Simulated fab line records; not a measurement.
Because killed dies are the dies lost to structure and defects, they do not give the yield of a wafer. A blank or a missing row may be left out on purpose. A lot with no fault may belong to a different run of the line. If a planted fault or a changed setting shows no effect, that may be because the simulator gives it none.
Which of the tools did it?	flow n5Finfet	24 lots, 72 wafers sampled, at 4 steps of a route of 1938

## WHAT THE GAUGES READ, wafer by wafer
N5_ILD0_THK_MEAS_04.
lot	measured	on	thkNm (nm)
L074	day 3 15:13	filmMetro-01	198.0 198.8 198.2
L075	day 3 19:22	filmMetro-01	196.8 198.1 198.2
L076	day 4 00:42	filmMetro-01	196.7 198.8 196.3
L077	day 4 07:38	filmMetro-01	197.4 198.2 199.1
L078	day 4 14:27	filmMetro-01	197.4 198.3 198.2
L079	day 4 22:10	filmMetro-01	197.1 199.3 198.4
L080	day 5 04:55	filmMetro-01	198.8 197.3 197.5
L081	day 5 08:11	filmMetro-02	198.9 195.4 198.4
L082	day 5 15:42	filmMetro-02	199.0 198.3 198.4
L083	day 5 22:35	filmMetro-01	196.8 197.0 197.4
L084	day 6 00:31	filmMetro-01	197.9 196.7 196.5
L085	day 6 08:26	filmMetro-02	199.7 196.3 196.5
L086	day 6 12:50	filmMetro-02	196.6 199.3 199.6
L087	day 6 18:31	filmMetro-02	193.9 198.2 198.1
L088	day 7 01:07	filmMetro-02	194.9 198.2 200.5
L089	day 7 07:13	filmMetro-01	194.9 196.9 196.4
L090	day 7 12:47	filmMetro-02	195.1 197.0 198.0
L091	day 7 20:18	filmMetro-01	199.2 196.9 199.4
L092	day 8 01:42	filmMetro-01	197.0 198.1 196.7
L093	day 8 10:13	filmMetro-01	199.1 198.4 196.7
L094	day 8 14:10	filmMetro-01	196.0 198.9 198.7
L095	day 8 18:08	filmMetro-01	199.7 197.4 196.6
L096	day 9 08:20	filmMetro-02	196.9 199.5 195.1
L097	day 9 14:46	filmMetro-02	197.1 197.3 198.5

N5_ILD0_THK_MEAS_13.
lot	measured	on	thkNm (nm)
L074	day 3 18:53	filmMetro-02	19.5 15.9 15.1
L075	day 3 22:54	filmMetro-01	18.3 17.8 20.8
L076	day 4 04:14	filmMetro-01	21.0 17.7 17.7
L077	day 4 11:23	filmMetro-02	17.5 16.3 17.5
L078	day 4 18:45	filmMetro-02	20.9 18.9 17.3
L079	day 5 01:42	filmMetro-02	16.4 16.3 16.1
L080	day 5 08:28	filmMetro-02	16.5 16.7 16.3
L081	day 5 11:49	filmMetro-01	16.8 18.4 16.8
L082	day 5 20:31	filmMetro-01	16.8 15.5 14.7
L083	day 6 02:24	filmMetro-01	17.3 16.3 18.2
L084	day 6 04:16	filmMetro-01	20.8 15.8 15.2
L085	day 6 11:58	filmMetro-01	16.8 17.7 17.4
L086	day 6 16:26	filmMetro-02	16.9 17.1 17.2
L087	day 6 22:14	filmMetro-01	15.5 16.9 17.4
L088	day 7 04:39	filmMetro-01	16.3 18.5 17.1
L089	day 7 11:11	filmMetro-02	15.8 18.2 19.6
L090	day 7 16:20	filmMetro-02	19.3 15.4 17.3
L091	day 7 23:50	filmMetro-02	16.8 16.2 16.7
L092	day 8 05:14	filmMetro-02	17.8 18.9 14.8
L093	day 8 14:24	filmMetro-02	15.5 17.9 18.3
L094	day 8 17:43	filmMetro-01	17.0 16.9 15.2
L095	day 8 21:41	filmMetro-02	20.6 17.2 15.7
L096	day 9 12:03	filmMetro-01	19.2 15.3 17.1
L097	day 9 18:18	filmMetro-01	15.1 19.8 17.7

## EACH LOT AND THE TOOL THAT RAN IT (in order: tool; ch and the chambers of the sampled wafers; start)
lot	N5_DUMMY_GATE_ETCH_37	N5_SD_EPI_N_ETCH_35
L074	rieDiel-03 ch 0,1,2, day 2 22:27	rieDiel-05 ch 0,1,3, day 3 00:49
L075	rieDiel-01 ch 0,2,3, day 3 04:48	rieDiel-04 ch 0,2,3, day 3 07:40
L076	rieDiel-01 ch 0,1,3, day 3 11:08	rieDiel-06 ch 0,2, day 3 13:13
L077	rieDiel-01 ch 0,2,3, day 3 16:31	rieDiel-04 ch 0,2, day 3 20:04
L078	rieDiel-01 ch 1,2, day 3 23:59	rieDiel-06 ch 1,2,3, day 4 02:10
L079	rieDiel-01 ch 0,1,2, day 4 06:51	rieDiel-04 ch 0,1,3, day 4 09:16
L080	rieDiel-01 ch 0,2, day 4 14:35	rieDiel-04 ch 1,2,3, day 4 17:23
L081	rieDiel-01 ch 1,2, day 4 16:09	rieDiel-05 ch 0,1, day 4 18:38
L082	rieDiel-03 ch 0,1,2, day 5 02:03	rieDiel-04 ch 0,2,3, day 5 04:11
L083	rieDiel-03 ch 0,3, day 5 06:08	rieDiel-05 ch 1,2, day 5 08:58
L084	rieDiel-02 ch 1,2,3, day 5 10:35	rieDiel-04 ch 1,2,3, day 5 12:56
L085	rieDiel-01 ch 0,1,2, day 5 18:10	rieDiel-05 ch 0,1,3, day 5 20:34
L086	rieDiel-01 ch 0,1,2, day 5 23:02	rieDiel-06 ch 0,2,3, day 6 01:16
L087	rieDiel-02 ch 0,2,3, day 6 04:23	rieDiel-04 ch 1,2,3, day 6 06:46
L088	rieDiel-02 ch 0,1, day 6 10:40	rieDiel-04 ch 0,2,3, day 6 12:49
L089	rieDiel-01 ch 1,2,3, day 6 16:58	rieDiel-04 ch 1,2,3, day 6 19:47
L090	rieDiel-01 ch 1,2, day 6 22:00	rieDiel-05 ch 0,2, day 7 01:02
L091	rieDiel-02 ch 1,2,3, day 7 06:27	rieDiel-05 ch 1,2,3, day 7 08:37
L092	rieDiel-01 ch 0,1,3, day 7 11:59	rieDiel-06 ch 1,2, day 7 14:08
L093	rieDiel-03 ch 1,3, day 7 18:26	rieDiel-06 ch 0,3, day 7 21:16
L094	rieDiel-01 ch 0,1,2, day 7 22:07	rieDiel-05 ch 2,3, day 8 00:58
L095	rieDiel-01 ch 0,1,2, day 8 04:17	rieDiel-04 ch 0,1,3, day 8 06:44
L096	rieDiel-02 ch 1,2,3, day 8 16:49	rieDiel-05 ch 0,1,3, day 8 19:58
L097	rieDiel-03 ch 0,1,2, day 8 23:01	rieDiel-04 ch 0,2,3, day 9 01:50
- N5_DUMMY_GATE_ETCH_37: etches SOC in N2/H2, target depth 60 nm, overetch 30 nm.
- N5_SD_EPI_N_ETCH_35: etches SOC in N2/H2, overetch 108 nm, time 486 s.

## AS READ BY THE TOOLS THEMSELVES (means over the sampled wafers that have a number; for cases with no such wafer, the mark the record gives instead)
N5_DUMMY_GATE_ETCH_37.
lot	tool	drypumpMotorCurrentA (A)	oesProductAu (a.u.)	rfVppV (V)	showerheadPlenumPTorr (Torr)	throttleValvePct (%)
L074	rieDiel-03	6.1	0.61	524.3	2.57	17.67
L075	rieDiel-01	5.6	0.63	524.8	2.59	17.92
L076	rieDiel-01	5.7	0.58	524.1	2.56	17.78
L077	rieDiel-01	5.6	0.63	524.3	2.59	17.91
L078	rieDiel-01	5.5	0.67	523.9	2.58	18.09
L079	rieDiel-01	5.4	0.63	525.6	2.59	17.92
L080	rieDiel-01	5.3	0.68	526.5	2.62	18.06
L081	rieDiel-01	5.6	0.61	523.2	2.55	17.95
L082	rieDiel-03	6.1	0.60	525.2	2.57	17.70
L083	rieDiel-03	6.4	0.71	528.7	2.68	17.50
L084	rieDiel-02	5.8	0.59	523.3	2.53	18.16
L085	rieDiel-01	5.4	0.62	525.4	2.59	17.95
L086	rieDiel-01	5.4	0.61	524.7	2.59	17.95
L087	rieDiel-02	5.9	0.57	525.0	2.60	18.20
L088	rieDiel-02	5.9	0.57	524.8	2.56	18.13
L089	rieDiel-01	5.8	0.60	524.2	2.54	17.98
L090	rieDiel-01	5.5	0.64	525.1	2.57	18.14
L091	rieDiel-02	5.8	0.58	523.4	2.53	18.19
L092	rieDiel-01	5.7	0.56	524.0	2.55	17.82
L093	rieDiel-03	6.3	0.68	527.1	2.64	17.73
L094	rieDiel-01	5.4	0.60	525.1	2.58	17.98
L095	rieDiel-01	5.4	0.60	523.6	2.58	17.98
L096	rieDiel-02	5.8	0.57	523.1	2.52	18.20
L097	rieDiel-03	6.1	0.58	524.8	2.55	17.75

N5_SD_EPI_N_ETCH_35.
lot	tool	drypumpMotorCurrentA (A)	oesProductAu (a.u.)	rfVppV (V)	showerheadPlenumPTorr (Torr)	throttleValvePct (%)
L074	rieDiel-05	5.5	0.64	239.1	2.49	24.04
L075	rieDiel-04	6.2	0.68	240.6	2.54	23.95
L076	rieDiel-06	5.8	0.68	240.8	2.58	24.03
L077	rieDiel-04	6.0	0.64	241.3	2.55	23.82
L078	rieDiel-06	5.3	0.72	240.8	2.60	23.71
L079	rieDiel-04	6.3	0.68	241.2	2.57	24.12
L080	rieDiel-04	5.9	0.65	241.3	2.52	24.15
L081	rieDiel-05	5.0	0.62	239.3	2.41	24.08
L082	rieDiel-04	6.2	0.67	240.4	2.53	23.97
L083	rieDiel-05	5.3	0.75	240.4	2.53	23.68
L084	rieDiel-04	5.9	0.65	240.4	2.52	24.17
L085	rieDiel-05	5.5	0.62	240.1	2.48	24.06
L086	rieDiel-06	5.7	0.70	241.4	2.60	23.90
L087	rieDiel-04	5.9	0.65	240.1	2.52	24.17
L088	rieDiel-04	6.2	0.66	241.2	2.53	23.98
L089	rieDiel-04	5.9	0.65	241.0	2.51	24.18
L090	rieDiel-05	5.1	0.73	241.0	2.52	23.58
L091	rieDiel-05	5.6	0.76	241.0	2.53	23.82
L092	rieDiel-06	4.9	0.66	241.8	2.56	23.74
L093	rieDiel-06	6.0	0.68	241.1	2.55	23.90
L094	rieDiel-05	6.0	0.82	240.8	2.60	23.60
L095	rieDiel-04	6.3	0.66	241.2	2.56	24.17
L096	rieDiel-05	5.5	0.78	241.3	2.58	23.94
L097	rieDiel-04	6.2	0.74	241.0	2.52	23.92

## THE ANSWER, worked out from the rows above alone
Rule: what is usual is taken from the lots themselves. The widest of any qualifying gaps counts: lots, ordered by their means at a reading, are off when they make up no more than a third of the lots, leave a main group of 4 or more, and stand apart from it by 3 or more times the standard deviation of that group's means. A main group is skipped when, at the precision printed for the reading in the tables above, its means are all equal. A lot without any number at a reading at which 4 lots or more have one is off too. Any other lot the step has rows for is counted as sound. First the gauges in route order, then the tools' own readings, where a lot's mean is used as printed above. The first step at which some lot is off is used, and at that step the reading that is off furthest; a lot without a number counts as furthest.
Across all readings shown, no lot is off: no conclusion can be drawn from this.

## WHAT THE SIMULATOR HAD INSERTED
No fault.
